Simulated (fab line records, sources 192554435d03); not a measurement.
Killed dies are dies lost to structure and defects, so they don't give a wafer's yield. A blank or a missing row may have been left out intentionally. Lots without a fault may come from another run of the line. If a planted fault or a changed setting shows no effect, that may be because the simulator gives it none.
Matching of chambers + flow n5-finfet + N5_PMOS_HMC_CHANNEL_EPI_CMP_21 on cmp-04: 4 sister chambers
The step polishes SiGe30, target thk 54 nm. 16 wafers are shown with their chamber, then 8 later ones without.

WAFERS PAIRED WITH THEIR CHAMBERS
| wafer  | chamber | motor-current-A (A) |
|--------|---------|---------------------|
| L074.1 | 1       | 12.5                |
| L074.2 | 2       | 10.3                |
| L074.3 | 3       | 11.5                |
| L079.3 | 3       | 11.0                |
| L079.4 | 1       | 13.3                |
| L079.6 | 3       | 10.8                |
| L080.1 | 3       | 11.0                |
| L080.4 | 2       | 10.4                |
| L080.6 | 1       | 12.8                |
| L082.1 | 1       | 12.5                |
| L082.4 | 3       | 10.9                |
| L082.5 | 3       | 11.1                |
| L084.1 | 0       | 10.5                |
| L084.5 | 3       | 11.1                |
| L084.6 | 0       | 10.9                |
| L085.2 | 0       | 11.1                |

SIGNATURES (means of the wafers above)
| reading         | chamber 0 | chamber 1 | chamber 2 | chamber 3 | scatter within a chamber |
|-----------------|-----------|-----------|-----------|-----------|--------------------------|
| motor-current-A | 10.833    | 12.775    | 10.350    | 11.057    | 0.276                    |
Rule: distance of a wafer from a chamber = root of the sum over the readings of ((wafer's reading minus chamber's mean) / reading's scatter) squared. If the next closest chamber is less than 2 further off than the closest, the wafer can't be placed; otherwise it belongs to the closest. The scatter: take each reading less its chamber's mean, square it, sum over the shown wafers, divide by the number of wafers less the number of chambers, and take the root.

WAFERS WHOSE CHAMBER IS MISSING
| wafer  | motor-current-A (A) |
|--------|---------------------|
| L085.4 | 11.3                |
| L085.6 | 10.3                |
| L090.2 | 10.5                |
| L090.3 | 11.6                |
| L090.4 | 12.9                |
| L094.4 | 10.9                |
| L094.5 | 10.3                |
| L094.6 | 11.5                |

WHICH CHAMBER EACH ONE RAN IN
| wafer  | from the rows above          | in truth |
|--------|------------------------------|----------|
| L085.4 | can't be placed: 3 or 0      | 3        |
| L085.6 | can't be placed: 2 or 0      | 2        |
| L090.2 | can't be placed: 2 or 0 or 3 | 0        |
| L090.3 | can't be placed: 3 or 0      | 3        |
| L090.4 | 1                            | 1        |
| L094.4 | can't be placed: 0 or 3 or 2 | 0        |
| L094.5 | can't be placed: 2 or 0      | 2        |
| L094.6 | can't be placed: 3 or 0      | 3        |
1 of 8 placed correctly. These rows do not allow placing 7 (true chamber among the candidates in 7). Placed wrongly: 0.
